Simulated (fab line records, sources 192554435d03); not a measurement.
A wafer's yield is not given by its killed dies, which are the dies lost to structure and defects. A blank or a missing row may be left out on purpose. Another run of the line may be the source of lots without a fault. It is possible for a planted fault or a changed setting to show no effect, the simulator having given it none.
fab line records	flow n5Finfet
[record] lots = 4	wafers = 21
route steps=1938 shown MOL_CONTACT_COAG@599 BEOL_M0_SAQP@636 BEOL_M0@715 BEOL_M1@758 BEOL_M2@857 BEOL_M4@1027 BEOL_M6@1233
startH: start of the lot's first displayed wafer, in hours after the record's first day	waitH: time in hours since the lot's previous step	" same as the row above	L1.1+2: one row covering several wafers at once	- either no value or no given start	* or withheld: withheld	< > ~ a bound
route shown NAME@n: NAME is a module with steps in the file, n the number in the route of the first one	usual: the fault-free wafers' mean and standard deviation	same: alike in all rows	chamber/n: place in a boat	sites: readings site by site	_std_site: standard deviation of those values	_edge_site: outer sites' mean less inner sites'	radiusMm: how far each site lies from the wafer's centre	mask NAME#n: copy n	behind: the most recent tool/chamber to have shaped the wafer	hold: why the lot was held/for how many hours/how that ended	device: names the non-switching transistor (n, p or np)	end of line: the route-end tests of the same wafers	a step with no rows: only its recipe	killed: not the wafer's yield, but the dies lost to structure and defects at the first sort	map: a wafer's dies, x killed, . not, _ none there
set.NAME: the setting the step ran with; set.NAME@STEP: the setting that earlier step ran with	model.NAME: the simulator's own value behind a step, which no gauge read
lots run with intentionally changed settings; tables by step, rows by wafer
[[steps]]
[step N5_MOL_CONTACT_COAG_EXPOSE_37]
[recipe] maskId = VD	na = 0.33	sourceShape = annular	sigmaInner = 0.3	sigmaOuter = 0.7	polarization = unpolarized	defocusNm = 0	doseMj = 62
lot.wafer	tool	chamber	startH	waitH	mask	set.doseMj
L077.1+2+6	euvScanner-01	0	118.75	-	VD#0	62
L077.3+4+5	"	0	"	"	VD#0	63.57
L083.4+5+6	euvScanner-01	0	153.98	-	VD#0	62
L084.1+4+6	euvScanner-01	0	160.15	-	VD#0	64.34
L084.2+3+5	"	0	"	"	VD#0	62
L089.1+2+6	euvScanner-01	0	191.20	-	VD#0	62
L089.3+4+5	"	0	"	"	VD#0	60.66
[step N5_MOL_CONTACT_COAG_PEB_38]
[recipe] pebTempC = 100	pebTimeS = 60	resist = CAR-EUV
[step N5_MOL_CONTACT_COAG_DEVELOP_39]
[recipe] developTimeS = 30	developer = TMAH	resist = CAR-EUV	rinseLiquid = surfactantRinse	dry = airSpin	devTempC = 23
[step N5_MOL_CONTACT_COAG_DESCUM_45]
[recipe] chemistry = O2	timeS = 7	sourcePowerW = 50	biasPowerW = 20	pressureMtorr = 20	rfFrequencyHz = 2.712e+07	tempC = 40	resist = CAR-EUV	o2FlowSccm = 225
[step N5_MOL_CONTACT_COAG_ETCH_65]
[recipe] chemistry = N2/H2	target = underlayer	targetDepthA = 130	maskMaterial = CAR-EUV	timeS = 10.4	ionEnergyEv = 200	pressureMtorr = 30	sourceW = 840	biasW = 150	n2FlowSccm = 200	h2FlowSccm = 200	ends = cleared
[step N5_MOL_CONTACT_COAG_ETCH_66]
[recipe] chemistry = CF4	target = SiARC	targetDepthA = 130	maskMaterial = CAR-EUV	timeS = 21.7	ionEnergyEv = 80	pressureMtorr = 40	sourceW = 545	biasW = 36	Ar_flow_sccm = 100	cf4FlowSccm = 100	ends = cleared
lot.wafer	tool	chamber	startH	waitH	set.spinRpm@MOL_CONTACT_COAG_COAT_63	model.etch.depthNm
L077.1+5	rieDiel-01	1,3	119.15	0.0	1383	10.4
L077.2	"	3	"	"	1500	9.981
L077.3	"	0	"	"	1500	10.01
L077.4	"	2	"	"	1500	9.972
L077.6	"	2	"	"	1383	10.43
L083.4	rieDiel-06	1	154.83	0.0	1500	9.935
L083.5	"	2	"	"	1500	9.945
L083.6	"	1	"	"	1500	9.986
L084.1	rieDiel-01	0	160.47	0.0	1500	9.992
L084.2	"	1	"	"	1500	10.03
L084.3+6	"	3,0	"	"	1500	10.01
L084.4	"	2	"	"	1500	10.05
L084.5	"	1	"	"	1500	10.04
L089.1	rieDiel-01	2	191.98	0.0	1500	9.962
L089.2+3	"	0,3	"	"	1432	10.23
L089.4	"	3	"	"	1432	10.24
L089.5	"	2	"	"	1500	10
L089.6	"	0	"	"	1500	9.957
[step N5_MOL_CONTACT_COAG_ALD_133]
[recipe] material = SiO2	targetThkA = 50	tempC = 100	aldPrecursorFamily = BDEAS	aldCoReactant = O2-plasma	pulseTimeS = 1	coReactantPulseTimeS = 1	purgeTimeS = 2	coReactantPurgeTimeS = 2	aldCycles = 35	pressureTorr = 2
[step N5_MOL_CONTACT_COAG_ETCHBACK_134]
[recipe] chemistry = CHF3	target = SiO2	targetDepthA = 100	timeS = 6.7	ionEnergyEv = 200	pressureMtorr = 30	sourceW = 610	biasW = 170	Ar_flow_sccm = 200	CHF3_flow_sccm = 50
[step N5_MOL_CONTACT_COAG_ETCH_67]
[recipe] chemistry = N2/H2	target = SOC	targetDepthA = 600	overetchA = 210	maskMaterial = SiARC	tempC = 40	timeS = 101.2	ionEnergyEv = 200	pressureMtorr = 30	sourceW = 840	biasW = 150	n2FlowSccm = 200	h2FlowSccm = 200
lot.wafer	tool	chamber	startH	waitH	set.spinRpm@MOL_CONTACT_COAG_COAT_63	model.SiARC_of_MOL_CONTACT_COAG_COAT_63.thkNm
L077.1+5	rieDiel-01	3,0	119.44	0.0	1383	6.2
L077.2+3+4	"	0,1,2	"	"	1500	5.8
L077.6	"	1	"	"	1383	6.4
L083.4+5+6	rieDiel-01	0,2,1	155.12	0.0	1500	5.8
L084.1+2+3+5	rieDiel-06	1,2,3,1	160.84	0.0	1500	5.8
L084.4+6	"	0	"	"	1500	5.6
L089.1+5+6	rieDiel-01	2,3,2	192.49	0.0	1500	5.8
L089.2+3+4	"	3,0,0	"	"	1432	6
[step N5_BEOL_M0_SAQP_PECVD_96]
[recipe] material = a-Si	targetThkA = 450	tempC = 350	precursor = SiH4/He	pressureTorr = 3	rfW = 100	timeS = 45.2
lot.wafer	tool	chamber	startH	waitH	set.timeS	model.a-Si_of_BEOL_M0_SAQP_PECVD_96.thkNm
L077.1	pecvd-01	0	126.46	0.0	45.2	44.6
L077.2	"	1	"	"	51.37	51.2
L077.3	"	2	"	"	45.2	45
L077.4	"	0	"	"	51.37	51.8
L077.5	"	2	"	"	45.2	45.8
L077.6	"	1	"	"	51.37	51.4
L083.4+6	pecvd-03	1,0	161.73	0.0	45.2	45.4
L083.5	"	2	"	"	45.2	45.8
L084.1	pecvd-02	1	166.21	0.0	47.93	47.4
L084.2	"	2	"	"	47.93	46.4
L084.3	"	0	"	"	45.2	44.2
L084.4	"	1	"	"	45.2	45.4
L084.5	"	0	"	"	45.2	44.6
L084.6	"	2	"	"	47.93	47.8
L089.1	pecvd-01	0	199.01	0.0	45.2	43.6
L089.2+5	"	1,0	"	"	45.2	44.4
L089.3	"	2	"	"	42.02	41.2
L089.4+6	"	1,2	"	"	42.02	41.6
[step N5_BEOL_M0_ETCH_138]
[recipe] chemistry = CH3F/O2	targetDepthA = 120	target = SiCN	timeS = 31.6	ionEnergyEv = 120	pressureMtorr = 30	sourceW = 395	biasW = 75	Ar_flow_sccm = 150	CH3F_flow_sccm = 30	O2_flow_sccm = 20	ends = cleared
[usual] rfVppV = 297.9/1.4
lot.wafer	tool	chamber	startH	waitH	set.sourceW	rfVppV
L077.1	rieDiel-01	1	133.18	0.0	395	296.2
L077.2	"	2	"	"	338.2	313.7
L077.3	"	0	"	"	395	299.7
L077.4	"	3	"	"	338.2	313.7
L077.5	"	1	"	"	338.2	311.9
L077.6	"	2	"	"	395	300.8
L083.4	rieDiel-02	2	168.55	0.0	395	299.5
L083.5	"	2	"	"	395	298.1
L083.6	"	3	"	"	395	297.5
L084.1	rieDiel-01	2	172.63	0.0	346	311.1
L084.2	"	1	"	"	395	295.9
L084.3	"	3	"	"	346	313.1
L084.4	"	0	"	"	395	297.9
L084.5	"	1	"	"	395	296.2
L084.6	"	0	"	"	346	312.1
L089.1	rieDiel-02	0	206.55	0.0	395	296.5
L089.2	"	3	"	"	395	297.9
L089.3	"	1	"	"	395	298.2
L089.4	"	2	"	"	395	298.1
L089.5	"	1	"	"	395	298.4
L089.6	"	0	"	"	395	297.1
[step N5_BEOL_M1_COAT_05]
[recipe] resist = CAR-EUV	spinRpm = 1500	resistThkNm = 30
lot.wafer	tool	chamber	startH	waitH	set.spinRpm	model.CAR-EUV_of_BEOL_M1_COAT_05.thkNm
L077.1+4+6	lithoTrack-03	0	-	-	1630	28.8
L077.2+3+5	"	0	"	"	1500	30
L083.4+5+6	lithoTrack-05	0	-	-	1500	30
L084.1+6	lithoTrack-03	0	-	-	1412	31
L084.2+3+5	"	0	"	"	1500	30.2
L084.4	"	0	"	"	1412	31.2
L089.1+3+4+5+6	lithoTrack-02	0	-	-	1500	30
L089.2	"	0	"	"	1500	30.2
[step N5_BEOL_M1_EBR_07]
[recipe] solvent = PGMEA	ebrWidthMm = 1.5
[step N5_BEOL_M1_SOFTBAKE_06]
[recipe] tempC = 110	timeS = 60	resist = CAR-EUV
[step N5_BEOL_M1_EXPOSE_08]
[recipe] maskId = M1	na = 0.33	sourceShape = dipole	sigmaInner = 0.369	sigmaOuter = 0.767	polarization = unpolarized	doseMj = 33
[step N5_BEOL_M1_PEB_09]
[recipe] pebTempC = 100	pebTimeS = 60	resist = CAR-EUV
[step N5_BEOL_M1_DEVELOP_10]
[recipe] developTimeS = 30	developer = TMAH	resist = CAR-EUV	rinseLiquid = surfactantRinse	dry = airSpin	devTempC = 23
lot.wafer	tool	chamber	startH	waitH	set.spinRpm@BEOL_M1_COAT_05	model.CAR-EUV_of_BEOL_M1_COAT_05.thkNm
L077.1+4	lithoTrack-05	0	-	-	1630	28.2
L077.2+3+5	"	0	"	"	1500	29.6
L077.6	"	0	"	"	1630	28.4
L083.4+6	lithoTrack-02	0	-	-	1500	29.6
L083.5	"	0	"	"	1500	29.4
L084.1+4+6	lithoTrack-03	0	-	-	1412	30.6
L084.2+3+5	"	0	"	"	1500	29.8
L089.1+2+3+4+5+6	lithoTrack-03	0	-	-	1500	29.6
[step N5_BEOL_M1_ETCH_64]
[recipe] chemistry = N2/H2	target = SOC	targetDepthA = 750	overetchA = 150	maskMaterial = SiARC	tempC = 40	timeS = 112.5	ionEnergyEv = 200	pressureMtorr = 30	sourceW = 840	biasW = 150	n2FlowSccm = 200	h2FlowSccm = 200
[usual] rfVppV = 523.4/2.5
lot.wafer	tool	chamber	startH	waitH	set.sourceW	rfVppV
L077.1	rieDiel-03	2	139.76	0.0	881.9	512.7
L077.2	"	3	"	"	881.9	516.9
L077.3	"	0	"	"	840	526.4
L077.4	"	1	"	"	881.9	516.8
L077.5	"	2	"	"	840	519.5
L077.6	"	1	"	"	840	524.6
L083.4	rieDiel-04	3	176.07	0.0	840	529.5
L083.5	"	1	"	"	840	522.9
L083.6	"	2	"	"	840	519.6
L084.1	rieDiel-03	3	183.44	0.0	840	526.2
L084.2	"	2	"	"	976.1	494.2
L084.3	"	1	"	"	976.1	500.0
L084.4	"	0	"	"	840	526.9
L084.5	"	2	"	"	840	519.0
L084.6	"	1	"	"	976.1	500.8
L089.1	rieDiel-05	3	213.29	0.0	840	523.1
L089.2	"	2	"	"	932.2	506.4
L089.3	"	0	"	"	932.2	503.8
L089.4	"	1	"	"	840	520.4
L089.5	"	2	"	"	840	523.0
L089.6	"	3	"	"	932.2	505.7
[step N5_BEOL_M2_DESCUM_16]
[recipe] chemistry = O2	timeS = 7	sourcePowerW = 50	biasPowerW = 20	pressureMtorr = 20	rfFrequencyHz = 2.712e+07	tempC = 40	resist = CAR-EUV	o2FlowSccm = 225
lot.wafer	tool	chamber	startH	waitH	set.timeS	model.CAR-EUV_of_BEOL_M2_COAT_05.thkNm
L077.1+5	rieDiel-06	3	149.68	0.5	7.425	25.8
L077.2+4+6	"	2,0,0	"	"	7	26
L077.3	"	1	"	"	7.425	26
L083.4+5+6	rieDiel-01	2,2,3	190.36	0.0	7	26
L084.1	rieDiel-01	2	193.84	0.0	7	26
L084.2+4	"	0,1	"	"	7	26.2
L084.3+6	"	3,2	"	"	5.448	26.8
L084.5	"	3	"	"	5.448	27
L089.1+2+3+6	rieDiel-01	3,0,1,1	226.04	0.0	7	26.2
L089.4+5	"	0,3	"	"	7	26
[step N5_BEOL_M4_COAT_73]
[recipe] resist = underlayer	tempC = 205	timeS = 60	spinRpm = 1500	resistThkNm = 5
lot.wafer	tool	chamber	startH	waitH	set.spinRpm
L077.1+3+6	lithoTrack-05	0	-	-	1500
L077.2+4+5	"	0	"	"	1570
L083.4+5+6	lithoTrack-03	0	-	-	1500
L084.1+2+6	lithoTrack-03	0	-	-	1557
L084.3+4+5	"	0	"	"	1500
L089.1+4+5	lithoTrack-05	0	-	-	1389
L089.2+3+6	"	0	"	"	1500
[step N5_BEOL_M4_COAT_05]
[recipe] resist = CAR-EUV	spinRpm = 1500	resistThkNm = 30
[step N5_BEOL_M4_EBR_07]
[recipe] solvent = PGMEA	ebrWidthMm = 1.5
[step N5_BEOL_M4_DESCUM_16]
[recipe] chemistry = O2	timeS = 7	sourcePowerW = 50	biasPowerW = 20	pressureMtorr = 20	rfFrequencyHz = 2.712e+07	tempC = 40	resist = CAR-EUV	o2FlowSccm = 225
[step N5_BEOL_M4_ETCH_74]
[recipe] chemistry = N2/H2	target = underlayer	targetDepthA = 65	maskMaterial = CAR-EUV	timeS = 5.2	ionEnergyEv = 200	pressureMtorr = 30	sourceW = 840	biasW = 150	n2FlowSccm = 200	h2FlowSccm = 200	ends = cleared
lot.wafer	tool	chamber	startH	waitH	set.spinRpm@BEOL_M4_COAT_73	model.etch.depthNm
L077.1	rieDiel-01	0	172.93	0.0	1500	4.99
L077.2	"	3	"	"	1570	4.872
L077.3	"	2	"	"	1500	5.002
L077.4	"	0	"	"	1570	4.882
L077.5	"	3	"	"	1570	4.898
L077.6	"	2	"	"	1500	5.003
L083.4	rieDiel-02	2	211.10	0.0	1500	4.977
L083.5	"	0	"	"	1500	4.999
L083.6	"	1	"	"	1500	4.98
L084.1	rieDiel-02	2	213.91	0.0	1557	4.914
L084.2	"	3	"	"	1557	4.905
L084.3	"	1	"	"	1500	5.014
L084.4	"	0	"	"	1500	5.026
L084.5	"	2	"	"	1500	4.998
L084.6	"	3	"	"	1557	4.931
L089.1	rieDiel-06	1	254.43	0.0	1389	5.216
L089.2	"	0	"	"	1500	4.997
L089.3	"	3	"	"	1500	4.978
L089.4	"	2	"	"	1389	5.204
L089.5	"	3	"	"	1389	5.203
L089.6	"	2	"	"	1500	5.011
[step N5_BEOL_M4_EXPOSE_25]
[recipe] maskId = V3	na = 0.33	sourceShape = quasar	sigmaInner = 0.2	sigmaOuter = 0.8	polarization = unpolarized	defocusNm = 5	doseMj = 63
lot.wafer	tool	chamber	startH	waitH	mask	set.doseMj
L077.1+2+3+4+5+6	euvScanner-01	0	173.53	-	V3#0	63
L083.4+5+6	euvScanner-01	0	211.84	-	V3#0	63
L084.1+2+5	euvScanner-02	0	214.61	-	V3#0	63
L084.3+4+6	"	0	"	"	V3#0	59.11
L089.1+2+3	euvScanner-02	0	255.00	-	V3#0	60.39
L089.4+5+6	"	0	"	"	V3#0	63
[step N5_BEOL_M4_PEB_26]
[recipe] pebTempC = 100	pebTimeS = 60	resist = CAR-EUV
[step N5_BEOL_M4_DEVELOP_27]
[recipe] developTimeS = 30	developer = TMAH	resist = CAR-EUV	rinseLiquid = surfactantRinse	dry = airSpin	devTempC = 23
[step N5_BEOL_M4_CD_MEAS_28]
[recipe] targetCdNm = 26.2	landingEnergyEv = 500	detector = seInlens	targetCdYNm = 24.1	polarity = opening
[usual] cdNm = 26.14/0.23
lot.wafer	tool	chamber	startH	waitH	set.doseMj@BEOL_M4_EXPOSE_25	cdNm
L077.1	cdSem-03	0	173.67	-	63	26.17
L077.2	"	0	"	"	63	26.26
L077.3	"	0	"	"	63	26.10
L077.4	"	0	"	"	63	26.64
L077.5	"	0	"	"	63	26.36
L077.6	"	0	"	"	63	26.69
L083.4	cdSem-03	0	211.96	-	63	25.94
L083.5	"	0	"	"	63	26.29
L083.6	"	0	"	"	63	26.09
L084.1	cdSem-03	0	214.75	-	63	26.05
L084.2	"	0	"	"	63	26.03
L084.3	"	0	"	"	59.11	24.60
L084.4	"	0	"	"	59.11	24.20
L084.5	"	0	"	"	63	25.72
L084.6	"	0	"	"	59.11	25.05
L089.1	cdSem-03	0	255.15	-	60.39	25.48
L089.2	"	0	"	"	60.39	25.60
L089.3	"	0	"	"	60.39	25.47
L089.4	"	0	"	"	63	26.03
L089.5	"	0	"	"	63	26.39
L089.6	"	0	"	"	63	26.38
[step N5_BEOL_M4_ETCH_70]
[recipe] chemistry = N2/H2	target = SOC	targetDepthA = 800	overetchA = 240	maskMaterial = SiARC	tempC = 40	timeS = 130	ionEnergyEv = 200	pressureMtorr = 30	sourceW = 840	biasW = 150	n2FlowSccm = 200	h2FlowSccm = 200
[usual] rfVppV = 525.5/2.2
lot.wafer	tool	chamber	startH	waitH	set.sourceW	rfVppV
L077.1	rieDiel-01	3	181.48	0.0	737.3	550.2
L077.2	"	0	"	"	737.3	553.0
L077.3	"	2	"	"	840	526.5
L077.4	"	2	"	"	840	525.8
L077.5	"	3	"	"	840	529.8
L077.6	"	0	"	"	737.3	551.9
L083.4	rieDiel-02	1	216.62	0.0	840	525.9
L083.5	"	1	"	"	840	526.8
L083.6	"	2	"	"	840	525.9
L084.1	rieDiel-06	1	221.13	0.0	840	525.3
L084.2	"	2	"	"	840	522.2
L084.3	"	0	"	"	840	523.1
L084.4	"	3	"	"	840	523.5
L084.5	"	1	"	"	840	525.4
L084.6	"	0	"	"	840	522.9
L089.1	rieDiel-06	3	257.47	0.0	840	524.1
L089.2	"	2	"	"	840	521.6
L089.3	"	1	"	"	733.2	549.2
L089.4	"	0	"	"	733.2	545.3
L089.5	"	0	"	"	840	521.9
L089.6	"	3	"	"	733.2	546.1
[step N5_BEOL_M6_ETCH_66]
[recipe] chemistry = N2/H2	target = SOC	targetDepthA = 800	overetchA = 160	maskMaterial = SiARC	tempC = 40	timeS = 120	ionEnergyEv = 200	pressureMtorr = 30	sourceW = 840	biasW = 150	n2FlowSccm = 200	h2FlowSccm = 200
[usual] rfVppV = 524.9/2
lot.wafer	tool	chamber	startH	waitH	set.sourceW	rfVppV
L077.1	rieDiel-02	1	205.22	0.0	840	525.2
L077.2	"	2	"	"	840	524.9
L077.3	"	0	"	"	840	524.3
L077.4	"	3	"	"	840	525.5
L077.5	"	1	"	"	840	526.2
L077.6	"	0	"	"	840	523.7
L084.1	rieDiel-06	2	243.40	0.0	703.7	553.6
L084.2	"	1	"	"	703.7	556.4
L084.3	"	3	"	"	840	522.8
L084.4	"	0	"	"	840	522.8
L084.5	"	1	"	"	840	525.0
L084.6	"	0	"	"	703.7	553.2
L083.4	rieDiel-06	2	250.33	0.0	840	522.4
L083.5	"	1	"	"	840	524.9
L083.6	"	2	"	"	840	521.7
L089.1	rieDiel-01	3	283.78	0.0	794.9	538.0
L089.2	"	1	"	"	840	522.8
L089.3	"	2	"	"	840	524.9
L089.4	"	0	"	"	794.9	536.9
L089.5	"	1	"	"	794.9	532.1
L089.6	"	0	"	"	840	528.3
[step N5_BEOL_M6_TRENCH_ETCH_37]
[recipe] chemistry = C4F6/O2	targetDepthA = 944.35	target = SiCOH_lowk	timeS = 31.5	ionEnergyEv = 250	pressureMtorr = 30	sourceW = 345	biasW = 185	Ar_flow_sccm = 300	C4F6_flow_sccm = 10	O2_flow_sccm = 10
[usual] rfVppV = 674/10
lot.wafer	tool	chamber	startH	waitH	set.biasW	rfVppV	model.BEOL_M6.featureDepthNm	model.etch.depthNm
L077.1	rieDiel-02	1	-	-	162.1	598	89.8	89.9
L077.2	"	2	"	"	185	698	95.4	95.37
L077.3	"	0	"	"	185	671	94.8	94.76
L077.4	"	3	"	"	162.1	595	90.4	90.49
L077.5	"	1	"	"	162.1	600	89.4	89.44
L077.6	"	0	"	"	185	671	94.2	94.27
L084.1	rieDiel-06	2	-	-	168.5	621	91.6	91.5
L084.2	"	1	"	"	168.5	630	91.4	91.36
L084.3	"	3	"	"	168.5	631	88.8	88.7
L084.4	"	0	"	"	185	675	96.2	96.14
L084.5	"	1	"	"	185	678	92.6	92.69
L084.6	"	0	"	"	185	676	96.2	96.14
L083.4	rieDiel-06	2	-	-	185	671	94.4	94.4
L083.5	"	1	"	"	185	679	94	93.92
L083.6	"	2	"	"	185	669	94.4	94.31
L089.1	rieDiel-01	3	-	-	185	666	95.8	95.88
L089.2	"	1	"	"	185	682	93.2	93.27
L089.3	"	2	"	"	185	678	94	94
L089.4	"	0	"	"	185	663	94.6	94.67
L089.5	"	1	"	"	185	683	92.6	92.67
L089.6	"	0	"	"	185	664	94.6	94.61
[step N5_BEOL_M6_ETCH_41]
[recipe] chemistry = CH3F/O2	target = SiCN	targetDepthA = 297	taperDeg = 2	timeS = 52	ionEnergyEv = 120	maskMaterial = TiN	pressureMtorr = 30	sourceW = 395	biasW = 75	Ar_flow_sccm = 150	CH3F_flow_sccm = 30	O2_flow_sccm = 20
[step N5_BEOL_M6_STRIP_80]
[recipe] chemistry = N2/H2	timeS = 10	powerW = 450	tempC = 40	pressureMtorr = 20	rfFrequencyHz = 6e+07	biasPowerW = 7	n2FlowSccm = 200	h2FlowSccm = 200
[step N5_BEOL_M6_OCD_MEAS_38]
[usual] trenchDepthNm = 94.3/1.5
lot.wafer	tool	chamber	startH	waitH	set.biasW@BEOL_M6_TRENCH_ETCH_37	trenchDepthNm
L077.1	ocd-01	-	205.57	-	162.1	90.2
L077.2	"	-	"	"	185	95.4
L077.3	"	-	"	"	185	94.9
L077.4	"	-	"	"	162.1	90.4
L077.5	"	-	"	"	162.1	89.5
L077.6	"	-	"	"	185	94.3
L084.1	ocd-01	-	243.75	-	168.5	91.1
L084.2	"	-	"	"	168.5	90.8
L084.3	"	-	"	"	168.5	88.8
L084.4	"	-	"	"	185	95.9
L084.5	"	-	"	"	185	92.7
L084.6	"	-	"	"	185	96.4
L083.4	ocd-01	-	250.68	-	185	94.3
L083.5	"	-	"	"	185	93.7
L083.6	"	-	"	"	185	94.6
L089.1	ocd-02	-	284.13	-	185	96.3
L089.2	"	-	"	"	185	93.2
L089.3	"	-	"	"	185	93.5
L089.4	"	-	"	"	185	94.2
L089.5	"	-	"	"	185	92.3
L089.6	"	-	"	"	185	95.1
[[key]]
[split] step = N5_MOL_CONTACT_COAG_EXPOSE_37	setting = doseMj	stated = 62	by = wafer
response none clear
[split] step = N5_BEOL_M0_SAQP_PECVD_96	setting = timeS	stated = 45.2	by = wafer
[response] step = N5_BEOL_M0_SAQP_PECVD_96	reading = model.a-Si_of_BEOL_M0_SAQP_PECVD_96.thkNm	change = +0.441	per = 1%	r = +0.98
[split] step = N5_BEOL_M0_ETCH_138	setting = sourceW	stated = 395	by = wafer
[response] step = N5_BEOL_M0_ETCH_138	reading = rfVppV	change = -1.1	per = 1%	r = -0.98
[split] step = N5_BEOL_M1_COAT_05	setting = spinRpm	stated = 1500	by = wafer
[response] step = N5_BEOL_M1_COAT_05	reading = model.CAR-EUV_of_BEOL_M1_COAT_05.thkNm	change = -0.141	per = 1%	r = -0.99
[response] step = N5_BEOL_M1_DEVELOP_10	reading = model.CAR-EUV_of_BEOL_M1_COAT_05.thkNm	change = -0.148	per = 1%	r = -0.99
[split] step = N5_BEOL_M1_ETCH_64	setting = sourceW	stated = 840	by = wafer
[response] step = N5_BEOL_M1_ETCH_64	reading = rfVppV	change = -1.57	per = 1%	r = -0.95
[split] step = N5_BEOL_M2_DESCUM_16	setting = timeS	stated = 7	by = wafer
[response] step = N5_BEOL_M2_DESCUM_16	reading = model.CAR-EUV_of_BEOL_M2_COAT_05.thkNm	change = -0.0323	per = 1%	r = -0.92
[split] step = N5_BEOL_M4_COAT_73	setting = spinRpm	stated = 1500	by = wafer
[response] step = N5_BEOL_M4_ETCH_74	reading = model.etch.depthNm	change = -0.0271	per = 1%	r = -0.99
[split] step = N5_BEOL_M4_EXPOSE_25	setting = doseMj	stated = 63	by = wafer
[response] step = N5_BEOL_M4_CD_MEAS_28	reading = cdNm	change = +0.204	per = 1%	r = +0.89
[split] step = N5_BEOL_M4_ETCH_70	setting = sourceW	stated = 840	by = wafer
[response] step = N5_BEOL_M4_ETCH_70	reading = rfVppV	change = -1.95	per = 1%	r = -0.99
[split] step = N5_BEOL_M6_ETCH_66	setting = sourceW	stated = 840	by = wafer
[response] step = N5_BEOL_M6_ETCH_66	reading = rfVppV	change = -1.91	per = 1%	r = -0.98
[split] step = N5_BEOL_M6_TRENCH_ETCH_37	setting = biasW	stated = 185	by = wafer
[response] step = N5_BEOL_M6_TRENCH_ETCH_37	reading = rfVppV	change = +6.26	per = 1%	r = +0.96
[response] step = N5_BEOL_M6_TRENCH_ETCH_37	reading = model.BEOL_M6.featureDepthNm	change = +0.431	per = 1%	r = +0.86
[response] step = N5_BEOL_M6_TRENCH_ETCH_37	reading = model.etch.depthNm	change = +0.429	per = 1%	r = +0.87
[response] step = N5_BEOL_M6_OCD_MEAS_38	reading = trenchDepthNm	change = +0.439	per = 1%	r = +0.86
split outsideThisFile step=N5_MOL_CONTACT_COAG_COAT_63 setting=spinRpm
// split outsideThisFile: this setting was split too, and the file shows its column; the key of that split is in another file
